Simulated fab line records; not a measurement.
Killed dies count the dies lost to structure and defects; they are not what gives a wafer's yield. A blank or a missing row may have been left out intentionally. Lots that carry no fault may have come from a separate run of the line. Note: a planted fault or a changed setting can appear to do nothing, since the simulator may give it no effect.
Chamber matching -- flow nandHarc -- NHARC_P_BONDPAD_CMP_32 on cmp-01: 4 sister chambers
The step polishes SiCN, target thk 200 nm. 14 wafers are shown with their chamber, then 7 later ones without.

== WAFERS, EACH WITH ITS CHAMBER ==
wafer,chamber,motorCurrentA (A),retainingRingPressureFrac
L075.1,3,11.1,0.998
L075.5,2,10.7,1.004
L075.6,3,10.9,1.000
L076.2,1,11.5,0.994
L076.3,2,10.7,0.999
L076.4,3,10.8,0.994
L081.1,2,11.0,0.996
L081.2,3,10.6,1.001
L081.3,0,11.4,0.994
L087.2,2,11.1,1.001
L087.4,1,12.0,0.991
L087.5,2,11.3,0.999
L090.1,1,11.9,1.000
L090.3,2,10.5,0.993

SIGNATURES (means of the wafers above)
reading,chamber 0,chamber 1,chamber 2,chamber 3,scatter within a chamber
motorCurrentA,11.400,11.800,10.883,10.850,0.268
retainingRingPressureFrac,0.99400,0.99500,0.99867,0.99825,0.0038
Rule: a wafer lies at a distance from a chamber equal to the root of the sum of squares, over the readings, of (its reading less the chamber's mean, divided by the reading's scatter). The wafer belongs to the nearest chamber; if the next one is less than 2 further off, it can't be placed. The scatter is the square root of a quotient: the sum, over the shown wafers, of each reading's squared deviation from its chamber's mean, divided by wafers minus chambers.

== WAFERS WHOSE CHAMBER IS MISSING ==
wafer,motorCurrentA (A),retainingRingPressureFrac
L090.6,12.3,0.998
L093.3,11.5,0.996
L093.5,10.3,0.998
L093.6,11.0,1.006
L096.1,11.2,1.006
L096.5,11.0,0.998
L096.6,12.4,1.003

== CHAMBER TAKEN BY EACH ==
wafer,from the rows above,in truth
L090.6,can't be placed: 1 or 0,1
L093.3,can't be placed: 0 or 1 or 2 or 3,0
L093.5,can't be placed: 3 or 2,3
L093.6,can't be placed: 2 or 3 or 0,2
L096.1,can't be placed: 2 or 3 or 0 or 1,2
L096.5,can't be placed: 2 or 3 or 0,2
L096.6,can't be placed: 1 or 0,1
Correct placement for 0 of the 7. Unplaceable from these rows: 7, with the true chamber sitting among the candidates in 7. Placed wrongly: 0.
